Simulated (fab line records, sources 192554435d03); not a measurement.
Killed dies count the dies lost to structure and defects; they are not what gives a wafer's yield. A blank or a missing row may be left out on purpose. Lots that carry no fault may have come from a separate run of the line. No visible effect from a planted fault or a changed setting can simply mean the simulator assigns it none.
fab line records    flow n5_finfet    part 2 of 2: steps 22 to 34 of 34
record lots=5  wafers=15  last_day=17
route steps=1938 shown SDB@368 DUMMY_REMOVAL@377 HKMG_FIN@385
lots with no fault: from the same line, run without faults
start_h: hours from the record's first day to the start of the lot's first wafer shown    wait_h: how many hours have passed since the lot's step before this one    " unchanged from the row above    L1.1+2: a row that stands for several wafers    - no value, or no start given    * or withheld: withheld    < > ~ a bound
route shown NAME@n: NAME is a module with steps in the file, n the number in the route of the first one    usual: mean and standard deviation over wafers with no fault    same: alike in all rows    chamber/n: place in a boat    sites: per-site readings    _std_site: standard deviation across them    _edge_site: outer sites' mean less inner sites'    radius_mm: for every site, how far away it sits from the centre of the wafer    mask NAME#n: copy n    behind: the most recent tool/chamber to have shaped the wafer    hold: reason for holding the lot/hours on hold/outcome of the hold    device: transistor that didn't switch, given as n, p or np    end of line: the tests these same wafers got at the end of their route    where a step has no rows: the recipe by itself    killed: dies lost to structure and defects at the first sort, not the wafer's yield    map: dies across one wafer; x = killed, . = not, _ = none there
set.NAME: the setting as run; set.NAME@STEP: as run at that earlier step    model.NAME: the simulator's own value behind a step, which no gauge read
a table for each step, a row for each wafer; lots at some steps of the route
services: from which hour (start_h, from the record's first day; less than 0 if before it) a tool's chamber was out of use, for how many hours, and why
## steps
# step N5_HKMG_FIN_ALD_75
# recipe material=Al2O3  target_thk_a=10  temp_c=150  ald_precursor_family=TMA  ald_co_reactant=H2O  pulse_time_s=withheld  co_reactant_pulse_time_s=1
# usual heater_power_w=153/14  precursor_pulse_height_rel=0.998/0.018
lot.wafer  tool       chamber  start_h  wait_h  heater_power_w  precursor_pulse_height_rel
L074.2     ald_hk-02  1        77.42    0.0     165             1.007
L074.3     "          2        "        "       129             0.998
L074.6     "          0        "        "       144             0.963
L082.1     ald_hk-02  2        120.69   0.0     131             1.044
L082.3     "          1        "        "       169             1.021
L082.6     "          2        "        "       133             0.974
L084.2     ald_hk-01  1        134.43   0.0     169             1.013
L084.3     "          2        "        "       178             1.018
L084.6     "          3        "        "       151             1.007
L088.4     ald_hk-03  3        155.78   0.0     154             0.990
L088.5     "          2        "        "       169             0.986
L088.6     "          3        "        "       154             0.982
L093.2     ald_hk-03  2        189.87   0.0     168             1.019
L093.3     "          3        "        "       155             0.974
L093.5     "          0        "        "       131             1.002
# step N5_HKMG_FIN_COAT_41
# recipe resist=SOC  temp_c=250  time_s=60  spin_rpm=1500  resist_thk_nm=300
lot.wafer   tool            chamber  start_h  wait_h
L074.2+3+6  litho_track-05  0        77.52    -
L082.1+3+6  litho_track-04  0        120.79   -
L084.2+3+6  litho_track-05  0        134.52   -
L088.4+5+6  litho_track-04  0        155.88   -
L093.2+3+5  litho_track-04  0        189.97   -
# step N5_HKMG_FIN_COAT_42
# recipe resist=SiARC  temp_c=220  time_s=60  spin_rpm=1500  resist_thk_nm=35
lot.wafer   tool            chamber  start_h  wait_h
L074.2+3+6  litho_track-05  0        -        -
L082.1+3+6  litho_track-04  0        -        -
L084.2+3+6  litho_track-05  0        -        -
L088.4+5+6  litho_track-04  0        -        -
L093.2+3+5  litho_track-04  0        -        -
# step N5_HKMG_FIN_COAT_43
# recipe resist=CAR-ArF  spin_rpm=1500  resist_thk_nm=90
lot.wafer   tool            chamber  start_h  wait_h
L074.2+3+6  litho_track-05  0        -        -
L082.1+3+6  litho_track-04  0        -        -
L084.2+3+6  litho_track-05  0        -        -
L088.4+5+6  litho_track-04  0        -        -
L093.2+3+5  litho_track-04  0        -        -
# step N5_HKMG_FIN_EBR_45
# recipe solvent=PGMEA  ebr_width_mm=1.5
lot.wafer   tool            chamber  start_h  wait_h
L074.2+3+6  litho_track-05  0        -        -
L082.1+3+6  litho_track-04  0        -        -
L084.2+3+6  litho_track-05  0        -        -
L088.4+5+6  litho_track-04  0        -        -
L093.2+3+5  litho_track-04  0        -        -
# step N5_HKMG_FIN_SOFTBAKE_44
# recipe temp_c=110  time_s=60  resist=CAR-ArF
lot.wafer   tool            chamber  start_h  wait_h
L074.2+3+6  litho_track-05  0        -        -
L082.1+3+6  litho_track-04  0        -        -
L084.2+3+6  litho_track-05  0        -        -
L088.4+5+6  litho_track-04  0        -        -
L093.2+3+5  litho_track-04  0        -        -
# step N5_HKMG_FIN_EXPOSE_46
# recipe mask_id=NDIPOLE  na=1.35  source_shape=conventional  sigma_outer=0.8  polarization=unpolarized  dose_mj=40
# usual stage_vel_mm_s=500.06/0.26
lot.wafer  tool             chamber  start_h  wait_h  mask       stage_vel_mm_s
L074.2     arfi_scanner-03  0        77.77    -       NDIPOLE#0  499.34
L074.3     "                0        "        "       NDIPOLE#0  499.59
L074.6     "                0        "        "       NDIPOLE#0  499.34
L082.1     arfi_scanner-03  0        121.04   -       NDIPOLE#0  499.56
L082.3     "                0        "        "       NDIPOLE#0  500.05
L082.6     "                0        "        "       NDIPOLE#0  500.05
L084.2     arfi_scanner-01  0        134.77   -       NDIPOLE#0  500.14
L084.3     "                0        "        "       NDIPOLE#0  500.56
L084.6     "                0        "        "       NDIPOLE#0  500.33
L088.4     arfi_scanner-02  0        156.14   -       NDIPOLE#0  499.78
L088.5     "                0        "        "       NDIPOLE#0  499.94
L088.6     "                0        "        "       NDIPOLE#0  500.16
L093.2     arfi_scanner-03  0        190.21   -       NDIPOLE#0  500.17
L093.3     "                0        "        "       NDIPOLE#0  500.35
L093.5     "                0        "        "       NDIPOLE#0  500.04
# step N5_HKMG_FIN_PEB_47
# recipe peb_temp_c=withheld  peb_time_s=60  resist=CAR-ArF
lot.wafer   tool            chamber  start_h  wait_h
L074.2+3+6  litho_track-05  0        77.82    0.0
L082.1+3+6  litho_track-05  0        121.10   0.1
L084.2+3+6  litho_track-05  0        134.83   0.0
L088.4+5+6  litho_track-04  0        156.18   0.0
L093.2+3+5  litho_track-03  0        190.27   0.0
# step N5_HKMG_FIN_DEVELOP_48
# recipe develop_time_s=30  developer=TMAH  resist=CAR-ArF  rinse_liquid=diw  dry=air_spin  dev_temp_c=23
lot.wafer   tool            chamber  start_h  wait_h
L074.2+3+6  litho_track-05  0        -        -
L082.1+3+6  litho_track-05  0        -        -
L084.2+3+6  litho_track-05  0        -        -
L088.4+5+6  litho_track-04  0        -        -
L093.2+3+5  litho_track-03  0        -        -
# step N5_HKMG_FIN_CD_MEAS_49
# recipe target_cd_nm=202  landing_energy_ev=500  detector=se_inlens  polarity=opening
# usual cd_nm=202.2/0.65
# same landing_energy_ev=500
lot.wafer  tool       chamber  start_h  wait_h  cd_nm
L074.2     cd_sem-01  0        77.89    -       201.6
L074.3     "          0        "        "       201.4
L074.6     "          0        "        "       202.4
L082.1     cd_sem-01  0        121.16   -       201.8
L082.3     "          0        "        "       202.2
L082.6     "          0        "        "       201.9
L084.2     cd_sem-02  0        134.89   -       202.2
L084.3     "          0        "        "       202.0
L084.6     "          0        "        "       202.2
L088.4     cd_sem-02  0        156.25   -       202.4
L088.5     "          0        "        "       202.0
L088.6     "          0        "        "       201.1
L093.2     cd_sem-01  0        190.33   -       202.3
L093.3     "          0        "        "       201.8
L093.5     "          0        "        "       201.7
# step N5_HKMG_FIN_OVL_MEAS_50
# recipe points_per_wafer=44
# usual NDIPOLE_OVL=0.2/0.7
lot.wafer  tool        chamber  start_h  wait_h  NDIPOLE_OVL[nm]
L074.2     overlay-02  0        77.92    0.0     0.7
L074.3     "           0        "        "       -0.9
L074.6     "           0        "        "       0.9
L082.1     overlay-01  0        121.20   0.0     -1.1
L082.3     "           0        "        "       -1.6
L082.6     "           0        "        "       0.8
L084.2     overlay-01  0        134.92   0.0     1.1
L084.3     "           0        "        "       0.4
L084.6     "           0        "        "       -0.2
L088.4     overlay-01  0        156.27   0.0     -0.7
L088.5     "           0        "        "       0.8
L088.6     "           0        "        "       0.3
L093.2     overlay-01  0        190.36   0.0     -0.1
L093.3     "           0        "        "       0.2
L093.5     "           0        "        "       0.7
# step N5_HKMG_FIN_INSPECT_61
# recipe mode=adi  inspect_instrument=macro
# usual raw_defect_count=2.0/1.4
lot.wafer  tool               chamber  start_h  wait_h  raw_defect_count
L074.2     defect_inspect-02  -        77.94    0.0     3
L074.3     "                  -        "        "       1
L074.6     "                  -        "        "       1
L082.1     defect_inspect-01  -        121.22   0.0     1
L082.3     "                  -        "        "       4
L082.6     "                  -        "        "       1
L084.2     defect_inspect-02  -        134.95   0.0     3
L084.3     "                  -        "        "       1
L084.6     "                  -        "        "       0
L088.4     defect_inspect-01  -        156.30   0.0     1
L088.5     "                  -        "        "       4
L088.6     "                  -        "        "       0
L093.2     defect_inspect-02  -        190.39   0.0     2
L093.3     "                  -        "        "       7
L093.5     "                  -        "        "       3
# step N5_HKMG_FIN_DESCUM_53
# recipe chemistry=O2  time_s=7.9  source_power_w=50  bias_power_w=20  pressure_mtorr=20  rf_frequency_hz=2.712e+07  temp_c=40  resist=CAR-ArF  o2_flow_sccm=225
# usual drypump_motor_current_A=5.8/0.47  oes_product_au=0.80/0.072  rf_vpp_V=243.4/1.4  showerhead_plenum_p_Torr=2.11/0.077  throttle_valve_pct=20.51/0.26
lot.wafer  tool         chamber  start_h  wait_h  drypump_motor_current_A  oes_product_au  rf_hours_counter_h  rf_vpp_V  showerhead_plenum_p_Torr  throttle_valve_pct
L074.2     rie_diel-06  2        78.11    0.2     6.8                      0.77            141                 243.0     2.09                      20.80
L074.3     "            0        "        "       5.7                      0.81            104                 242.8     2.12                      20.50
L074.6     "            1        "        "       5.8                      0.88            -                   242.9     2.04                      20.62
L082.1     rie_diel-06  0        121.25   0.0     5.8                      0.79            118                 244.7     2.11                      20.51
L082.3     "            1        "        "       5.8                      0.85            63                  241.8     2.03                      20.66
L082.6     "            0        "        "       5.8                      0.78            -                   245.1     2.11                      20.51
L084.2     rie_diel-03  0        134.98   0.0     6.0                      0.73            206                 243.6     2.17                      20.76
L084.3     "            1        "        "       5.8                      0.93            18                  247.0     2.23                      20.10
L084.6     "            2        "        "       5.7                      0.83            -                   245.0     2.21                      20.56
L088.4     rie_diel-01  2        156.35   0.0     5.9                      0.74            -                   242.9     2.18                      20.65
L088.5     "            0        "        "       5.5                      0.90            -                   243.0     2.04                      20.66
L088.6     "            1        "        "       5.5                      0.82            -                   242.1     2.12                      20.08
L093.2     rie_diel-06  3        190.42   0.0     5.4                      0.83            89                  243.1     2.11                      20.27
L093.3     "            2        "        "       6.8                      0.74            180                 242.8     2.08                      20.88
L093.5     "            2        "        "       6.8                      0.74            -                   243.3     2.08                      20.87
## services
tool             chamber  start_h  hours  kind
wet_bench-06     -        52.93    2.4    repair
rie_diel-03      3        57.16    4.1    repair
arfi_scanner-02  -        58.09    1.0    pm
arfi_scanner-02  -        60.60    75.2   repair
rie_si-01        1        62.65    3.2    repair
rie_diel-03      -        65.58    0.2    repair
arfi_scanner-01  -        66.95    2.0    repair
arfi_scanner-03  -        70.99    1.3    pm
arfi_scanner-01  -        71.63    0.4    repair
cmp-01           -        79.11    4.0    pm
arfi_scanner-03  -        81.81    3.9    pm
ald_sin-04       3        85.24    15.2   repair
rie_diel-02      3        86.41    11.3   repair
arfi_scanner-03  -        88.52    0.7    repair
rie_diel-04      3        97.35    10.8   repair
rie_diel-04      -        100.48   4.0    repair
arfi_scanner-03  -        106.02   0.8    pm
cmp-04           -        108.90   1.5    repair
rie_si-02        2        134.57   9.6    repair
wet_bench-01     -        135.36   0.6    repair
rie_diel-02      -        139.51   0.9    repair
cmp-02           -        174.22   1.1    repair
rie_diel-06      -        174.50   0.2    repair
rie_si-02        1        186.54   1.9    repair
